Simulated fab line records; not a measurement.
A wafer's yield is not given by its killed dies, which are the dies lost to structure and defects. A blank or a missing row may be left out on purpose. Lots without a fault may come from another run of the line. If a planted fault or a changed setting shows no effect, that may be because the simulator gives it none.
Chamber matching / flow n5_finfet / N5_BEOL_M5_ETCH_62 on rie_diel-02 has 4 sister chambers
The step etches SOC in N2/H2, target depth 75 nm, overetch 15 nm, time 112.5 s. 14 wafers are shown with their chamber, then 7 later ones without.

WAFERS PAIRED WITH THEIR CHAMBERS
wafer=L076.1; chamber=2; showerhead_plenum_p_Torr (Torr)=2.54; rf_vpp_V (V)=523.4; throttle_valve_pct (%)=17.8
wafer=L076.4; chamber=0; showerhead_plenum_p_Torr (Torr)=2.61; rf_vpp_V (V)=524.9; throttle_valve_pct (%)=17.8
wafer=L076.6; chamber=2; showerhead_plenum_p_Torr (Torr)=2.54; rf_vpp_V (V)=522.9; throttle_valve_pct (%)=17.8
wafer=L086.1; chamber=3; showerhead_plenum_p_Torr (Torr)=2.48; rf_vpp_V (V)=522.7; throttle_valve_pct (%)=17.9
wafer=L086.2; chamber=2; showerhead_plenum_p_Torr (Torr)=2.53; rf_vpp_V (V)=524.3; throttle_valve_pct (%)=17.8
wafer=L086.4; chamber=1; showerhead_plenum_p_Torr (Torr)=2.61; rf_vpp_V (V)=526.2; throttle_valve_pct (%)=17.8
wafer=L091.1; chamber=0; showerhead_plenum_p_Torr (Torr)=2.60; rf_vpp_V (V)=524.3; throttle_valve_pct (%)=17.3
wafer=L091.2; chamber=2; showerhead_plenum_p_Torr (Torr)=2.52; rf_vpp_V (V)=522.6; throttle_valve_pct (%)=17.8
wafer=L091.6; chamber=2; showerhead_plenum_p_Torr (Torr)=2.52; rf_vpp_V (V)=521.9; throttle_valve_pct (%)=17.8
wafer=L092.1; chamber=2; showerhead_plenum_p_Torr (Torr)=2.52; rf_vpp_V (V)=522.0; throttle_valve_pct (%)=17.8
wafer=L092.2; chamber=3; showerhead_plenum_p_Torr (Torr)=2.47; rf_vpp_V (V)=523.1; throttle_valve_pct (%)=17.9
wafer=L092.4; chamber=0; showerhead_plenum_p_Torr (Torr)=2.60; rf_vpp_V (V)=524.5; throttle_valve_pct (%)=17.3
wafer=L093.2; chamber=0; showerhead_plenum_p_Torr (Torr)=2.60; rf_vpp_V (V)=525.5; throttle_valve_pct (%)=17.4
wafer=L093.5; chamber=1; showerhead_plenum_p_Torr (Torr)=2.61; rf_vpp_V (V)=526.8; throttle_valve_pct (%)=17.8

SIGNATURES (means of the wafers above)
reading=showerhead_plenum_p_Torr; chamber 0=2.6025; chamber 1=2.6100; chamber 2=2.5283; chamber 3=2.4750; scatter within a chamber=0.0078
reading=rf_vpp_V; chamber 0=524.800; chamber 1=526.500; chamber 2=522.850; chamber 3=522.900; scatter within a chamber=0.721
reading=throttle_valve_pct; chamber 0=17.450; chamber 1=17.800; chamber 2=17.800; chamber 3=17.900; scatter within a chamber=0.13
Rule: distance of a wafer from a chamber = root of the sum over the readings of ((wafer's reading minus chamber's mean) / reading's scatter) squared. If the next closest chamber is less than 2 further off than the closest, the wafer can't be placed; otherwise it belongs to the closest. How the scatter is found: for the shown wafers, subtract from each reading the mean of its chamber, square and add these, divide the total by (wafers less chambers), then take the root.

WAFERS WITH NO CHAMBER GIVEN
wafer=L093.6; showerhead_plenum_p_Torr (Torr)=2.52; rf_vpp_V (V)=522.6; throttle_valve_pct (%)=17.9
wafer=L094.3; showerhead_plenum_p_Torr (Torr)=2.61; rf_vpp_V (V)=527.3; throttle_valve_pct (%)=17.8
wafer=L094.4; showerhead_plenum_p_Torr (Torr)=2.52; rf_vpp_V (V)=521.9; throttle_valve_pct (%)=17.9
wafer=L094.5; showerhead_plenum_p_Torr (Torr)=2.60; rf_vpp_V (V)=524.5; throttle_valve_pct (%)=17.4
wafer=L096.1; showerhead_plenum_p_Torr (Torr)=2.60; rf_vpp_V (V)=526.8; throttle_valve_pct (%)=17.8
wafer=L096.2; showerhead_plenum_p_Torr (Torr)=2.60; rf_vpp_V (V)=524.2; throttle_valve_pct (%)=17.4
wafer=L096.5; showerhead_plenum_p_Torr (Torr)=2.47; rf_vpp_V (V)=521.4; throttle_valve_pct (%)=18.0

THE CHAMBER EACH PASSED THROUGH
wafer=L093.6; from the rows above=2; in truth=2
wafer=L094.3; from the rows above=1; in truth=1
wafer=L094.4; from the rows above=2; in truth=2
wafer=L094.5; from the rows above=0; in truth=0
wafer=L096.1; from the rows above=1; in truth=1
wafer=L096.2; from the rows above=0; in truth=0
wafer=L096.5; from the rows above=3; in truth=3
Placed correctly: 7 of 7. Number that these rows cannot place: 0. Number placed wrongly: 0.
